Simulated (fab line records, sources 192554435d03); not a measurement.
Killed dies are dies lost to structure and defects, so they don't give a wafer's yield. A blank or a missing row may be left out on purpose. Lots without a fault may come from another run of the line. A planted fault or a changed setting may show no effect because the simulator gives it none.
Split-lot experiment | flow n5_finfet | 7 lots, 21 wafers read, on a route of 1938 steps

THE SPLIT
At N5_SDB_EXPOSE_08 (exposes mask SDB), the setting dose_mj was moved away from the recipe's 49.6 on 8 of the 21 wafers read, by -7.5% to -2.0%. The other wafers ran this setting at the recipe's value.

FROM THE SPLIT TO THE READING: what the file shows between them, 2 steps
- N5_SDB_PEB_09: peb time 60 s
- N5_SDB_DEVELOP_10: develop time 30 s

THE READING
cd_nm, in nm, at N5_SDB_CD_MEAS_11 (target cd 50 nm). Fault-free wafers of this fab line usually give 50.4 nm, standard deviation 0.95 nm.

wafer  | tool, chamber at the split | dose_mj as run | against the recipe | cd_nm, nm | against lot-mates on the recipe
L074.1 | arfi_scanner-03, 0         | 49.6           | recipe             | 51.2      | -
L074.4 | arfi_scanner-03, 0         | 48.59          | -2.0%              | 49.3      | -1.9
L074.5 | arfi_scanner-03, 0         | 49.6           | recipe             | 51.1      | -
L077.1 | arfi_scanner-03, 0         | 47.12          | -5.0%              | 43.7      | -5.2
L077.3 | arfi_scanner-03, 0         | 47.12          | -5.0%              | 44.9      | -4.0
L077.5 | arfi_scanner-03, 0         | 49.6           | recipe             | 48.9      | -
L079.2 | arfi_scanner-03, 0         | 49.6           | recipe             | 51.1      | -
L079.4 | arfi_scanner-03, 0         | 49.6           | recipe             | 51.2      | -
L079.6 | arfi_scanner-03, 0         | 49.6           | recipe             | 51.3      | -
L080.2 | arfi_scanner-03, 0         | 49.6           | recipe             | 49.6      | -
L080.4 | arfi_scanner-03, 0         | 49.6           | recipe             | 51.0      | -
L080.5 | arfi_scanner-03, 0         | 49.6           | recipe             | 51.0      | -
L083.1 | arfi_scanner-02, 0         | 49.6           | recipe             | 51.4      | -
L083.4 | arfi_scanner-02, 0         | 48.52          | -2.2%              | 48.4      | -3.0
L083.6 | arfi_scanner-02, 0         | 48.52          | -2.2%              | 49.7      | -1.7
L094.1 | arfi_scanner-03, 0         | 47.49          | -4.3%              | 47.9      | -3.5
L094.3 | arfi_scanner-03, 0         | 49.6           | recipe             | 51.4      | -
L094.6 | arfi_scanner-03, 0         | 47.49          | -4.3%              | 47.6      | -3.8
L095.2 | arfi_scanner-02, 0         | 49.6           | recipe             | 51.9      | -
L095.3 | arfi_scanner-02, 0         | 45.88          | -7.5%              | 42.0      | -9.6
L095.5 | arfi_scanner-02, 0         | 49.6           | recipe             | 51.3      | -

THE FIT
A straight line over all 21 wafers: cd_nm changes by +1.13 nm for each +1% of dose_mj; r = +0.94; the points scatter about the line by 0.96 nm.
The same after taking each lot's own level away (the mean of its wafers on the recipe; 21 wafers): +1.06 nm for each +1%; r = +0.97; scatter 0.66 nm.
On that fit, the largest move of dose_mj shifts the reading by 8 nm.
The lots' own levels span 48.90 to 51.60 nm, that is 2.8 times the standard deviation above.
So the lot-to-lot level changes the slope little: the two slopes agree.
Check: with one of the wafers moved furthest among these (-7.5%) left out of the fit, the line predicts -6.82 nm for it against its lot-mates. It came out at -9.6 nm against them.

OTHER SPLITS ON THESE WAFERS
These wafers also went through other splits before the reading. Each is held against what the fit with the lots' levels taken away leaves over:
other split on the same wafers | wafers away from the commonest value | r with cd_nm (lot level and that fit taken away)
N5_SD_EPI_N_DESCUM_14 time_s   | 6                                    | -0.36
N5_SDB_COAT_05 spin_rpm        | 8                                    | +0.23

THE FILE'S OWN FIT
cd_nm changes by +1.11 nm for each +1% of dose_mj, r = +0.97.
